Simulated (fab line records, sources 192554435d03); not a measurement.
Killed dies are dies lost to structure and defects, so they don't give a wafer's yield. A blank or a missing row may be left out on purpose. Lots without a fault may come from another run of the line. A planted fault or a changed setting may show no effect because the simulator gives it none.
Split-lot experiment | flow n5_finfet | 7 lots, 21 wafers read, on a route of 1938 steps

THE SPLIT
At N5_BEOL_M7_TRENCH_ETCH_37 (etches SiCOH lowk in C4F6/O2, target depth 93.478 nm, time 31.2 s), the setting time_s was moved away from the recipe's 31.2 s on 8 of the 21 wafers read, by -11.8% to +19.0%. The other wafers ran this setting at the recipe's value.

FROM THE SPLIT TO THE READING: what the file shows between them, 11 steps
- N5_BEOL_M7_ETCH_41: etches SiCN in CH3F/O2, target depth 31.9 nm, time 57.8 s
- N5_BEOL_M7_STRIP_80: strips in N2/H2, time 10 s
- N5_BEOL_M7_OCD_MEAS_38
- N5_BEOL_M7_HM_STRIP_39: strips TiN in peroxide tin strip, target depth 25 nm, time 158 s
- N5_BEOL_M7_SRD_40: time 30 s
- N5_BEOL_M7_ECD_50: material Cu, target thk 300 nm
- N5_BEOL_M7_ANNEAL_51: time 90 s
- N5_BEOL_M7_CMP_52: polishes, stops on SiCOH lowk, t overpolish 6.9 s, target thk 80 nm
- N5_BEOL_M7_THK_MEAS_53: measures by xrf
- N5_BEOL_M7_PRE_CLEAN_55: time 15 s
- N5_BEOL_M7_DEP_56: deposits SiCN from 3MS/NH3, target thk 10 nm, time 17.5 s

THE READING
M7_RS, in ohm/sq, at N5_BEOL_M7_RS_MEAS_57 (measures by four-point-probe). Fault-free wafers of this fab line usually give 0.290 ohm/sq, standard deviation 0.0061 ohm/sq.

wafer  | tool, chamber at the split | time_s as run, s | against the recipe | M7_RS, ohm/sq | against lot-mates on the recipe
L074.1 | rie_diel-02, 3             | 31.2             | recipe             | 0.288         | -
L074.3 | rie_diel-02, 2             | 34.73            | +11.3%             | 0.241         | -0.047
L074.4 | rie_diel-02, 1             | 34.73            | +11.3%             | 0.254         | -0.034
L076.1 | rie_diel-02, 0             | 31.2             | recipe             | 0.299         | -
L076.2 | rie_diel-02, 2             | 31.2             | recipe             | 0.292         | -
L076.5 | rie_diel-02, 2             | 31.2             | recipe             | 0.291         | -
L077.1 | rie_diel-01, 0             | 37.13            | +19.0%             | 0.235         | -0.055
L077.4 | rie_diel-01, 3             | 37.13            | +19.0%             | 0.235         | -0.055
L077.5 | rie_diel-01, 0             | 31.2             | recipe             | 0.290         | -
L079.2 | rie_diel-04, 2             | 31.2             | recipe             | 0.291         | -
L079.3 | rie_diel-04, 0             | 31.2             | recipe             | 0.285         | -
L079.6 | rie_diel-04, 2             | 27.52            | -11.8%             | 0.347         | +0.059
L084.1 | rie_diel-01, 2             | 31.2             | recipe             | 0.295         | -
L084.3 | rie_diel-01, 0             | 31.2             | recipe             | 0.292         | -
L084.4 | rie_diel-01, 3             | 31.2             | recipe             | 0.299         | -
L090.1 | rie_diel-04, 2             | 31.2             | recipe             | 0.295         | -
L090.2 | rie_diel-04, 0             | 34.83            | +11.6%             | 0.247         | -0.048
L090.6 | rie_diel-04, 1             | 34.83            | +11.6%             | 0.247         | -0.048
L091.1 | rie_diel-01, 1             | 31.2             | recipe             | 0.283         | -
L091.3 | rie_diel-01, 2             | 31.2             | recipe             | 0.290         | -
L091.6 | rie_diel-01, 3             | 35.68            | +14.4%             | 0.242         | -0.044

THE FIT
A straight line over all 21 wafers: M7_RS changes by -0.00353 ohm/sq for each +1% of time_s; r = -0.97; the points scatter about the line by 0.0065 ohm/sq.
The same after taking each lot's own level away (the mean of its wafers on the recipe; 21 wafers): -0.0035 ohm/sq for each +1%; r = -0.97; scatter 0.0068 ohm/sq.
On that fit, the largest move of time_s shifts the reading by 0.067 ohm/sq.
The lots' own levels span 0.2865 to 0.2953 ohm/sq, that is 1.4 times the standard deviation above.
So the lot-to-lot level changes the slope little: the two slopes agree.
Check: with one of the wafers moved furthest among these (+19.0%) left out of the fit, the line predicts -0.0681 ohm/sq for it against its lot-mates. It came out at -0.055 ohm/sq against them.

OTHER SPLITS ON THESE WAFERS
These wafers also went through other splits before the reading. Each is held against what the fit with the lots' levels taken away leaves over:
other split on the same wafers  | wafers away from the commonest value | r with M7_RS (lot level and that fit taken away)
N5_BEOL_M7_VIA_ETCH_34 source_w | 5                                    | -0.08

THE WHOLE CHAIN: every reading that the file lists as answering this split, in the file's order
step                      | what it does                                                        | reading                                                                          | change (the file's fit)                | r (the file's)
N5_BEOL_M7_TRENCH_ETCH_37 | etches SiCOH lowk in C4F6/O2, target depth 93.478 nm, time 31.2 s   | etch.depth_nm (the simulator's own value, which no gauge read)                   | +0.944 nm for each +1% of the setting  | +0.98
N5_BEOL_M7_TRENCH_ETCH_37 | etches SiCOH lowk in C4F6/O2, target depth 93.478 nm, time 31.2 s   | BEOL_M7.feature_depth_nm (the simulator's own value, which no gauge read)        | +0.945 nm for each +1% of the setting  | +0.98
N5_BEOL_M7_TRENCH_ETCH_37 | etches SiCOH lowk in C4F6/O2, target depth 93.478 nm, time 31.2 s   | TiN_of_BEOL_M7_HM_DEP_02.thk_nm (the simulator's own value, which no gauge read) | -0.0245 nm for each +1% of the setting | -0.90
N5_BEOL_M7_OCD_MEAS_38    |                                                                     | trench_depth_nm                                                                  | +0.939 nm for each +1% of the setting  | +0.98
N5_BEOL_M7_CMP_52         | polishes, stops on SiCOH lowk, t overpolish 6.9 s, target thk 80 nm | Cu_of_BEOL_M7_ECD_50.thk_nm (the simulator's own value, which no gauge read)     | +0.914 nm for each +1% of the setting  | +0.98
N5_BEOL_M7_THK_MEAS_53    | measures by xrf                                                     | M7_THK                                                                           | +0.924 for each +1% of the setting     | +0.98
N5_BEOL_M7_RS_MEAS_57     | measures by four-point-probe                                        | M7_RS                                                                            | -0.0035 for each +1% of the setting    | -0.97

THE FILE'S OWN FIT
M7_RS changes by -0.0035 ohm/sq for each +1% of time_s, r = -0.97.
